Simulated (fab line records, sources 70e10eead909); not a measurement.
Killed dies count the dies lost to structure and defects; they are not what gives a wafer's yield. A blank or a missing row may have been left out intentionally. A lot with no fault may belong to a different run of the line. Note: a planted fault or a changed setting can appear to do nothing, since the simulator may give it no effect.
Problem report, 8D (eight disciplines) form, completed by code -- flow nand harc -- the parts of the form that need people (team, actions taken, sign-off) are left out

== 1. WHAT IS WRONG ==
Wafers without a fault read 200.0 nm, standard deviation 1.4; thk nm at NHARC_P_BONDPAD_THK_MEAS_33 reads a mean of 140.4 nm on 3 wafers belonging to 2 lots. Measured from the usual mean, that is -43 standard deviations.
The step: measures by ellipsometry.
First observed at day 7 04:57: wafer L456.4, on film metro-02. The record holds 35 wafers of 12 lots with a number at this step. Rule for "out", or "out of limits": more than 4 standard deviations from the usual mean. Any other wafer with a number is counted as sound.

== 2. WHAT IT IS; WHAT IT IS NOT ==
question,is,is not
which readings at this step,thk nm,-
which lots,"L456, L459","L454, L455, L469, L470, L471, L473, L474, L475, L476, L477"
which wafers of those lots,"L456.4, L456.6, L459.6","L456.1, L459.3"
read on which gauges,"film metro-01, film metro-02",-
when,from day 7 04:57,"up to then (7 sound wafers); but 25 sound wafers of L459, L469, L470, L471, L473, L474, L475, L476, L477 came after"

== 3. THE SUSPECTS, EACH WITH WHAT RULES IT OUT ==
Counting: if a tool at a process step up to the reading ran every lot that is out, it stays a suspect. Sound lots after the first of them don't rule it out here, since some wafers of a struck lot are sound.
- ruled out: the gauge at NHARC_P_BONDPAD_THK_MEAS_33. 2 gauges (film metro-01, film metro-02) read the wafers that are out.
- pecvd-03 at NHARC_P_BONDPAD_DEP_00 (deposits SiCN, target thk 250 nm): kept. Every lot that is out went through it, the first being L456 (day 7 04:20); the last sound lot it ran before that was L455 (day 6 17:22).
The count leaves pecvd-03 at NHARC_P_BONDPAD_DEP_00.

== 4. THE CAUSE (what the simulator had put in) ==
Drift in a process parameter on pecvd-03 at NHARC_P_BONDPAD_DEP_00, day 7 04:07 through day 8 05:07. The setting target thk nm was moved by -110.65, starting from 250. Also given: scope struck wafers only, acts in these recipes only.
This tool alone remained once counting was done.

== 5. THE EFFECT CHAIN, in route order ==
Each row: a reading whose mean over the struck wafers that have a number lies more than 3 standard deviations from the usual. Only readings for which the record gives a usual standard deviation are gone through. hours: the time from each lot's start at the first step in this table that gives one to its start at this step, as a median over the lots. sigmas: the change in usual standard deviations.
hours,step,reading,usual,on struck wafers,change,sigmas
0,NHARC_P_BONDPAD_THK_MEAS_33,thk nm,200.0 nm,140.4,-59.6,-43
Later measuring or inspecting steps at which every struck wafer that the step has a row for has a number for every such reading, and none has moved that far: NHARC_END_SORT_01.

== 6. HOW IT WOULD HAVE BEEN CAUGHT EARLIER ==
In this record the first reading out of limits at a measuring or inspecting step was taken at day 7 04:57, 1 hour after the fault began at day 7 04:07.
No tool reading at NHARC_P_BONDPAD_DEP_00 that has a usual standard deviation in the record was out on any struck wafer, so an alarm limit of 4 standard deviations on those readings would not have fired.
Among the 2 lots that are out, L459 began NHARC_P_BONDPAD_DEP_00 on pecvd-03 after day 7 04:57. A tool hold placed at that time would have kept it from harm.
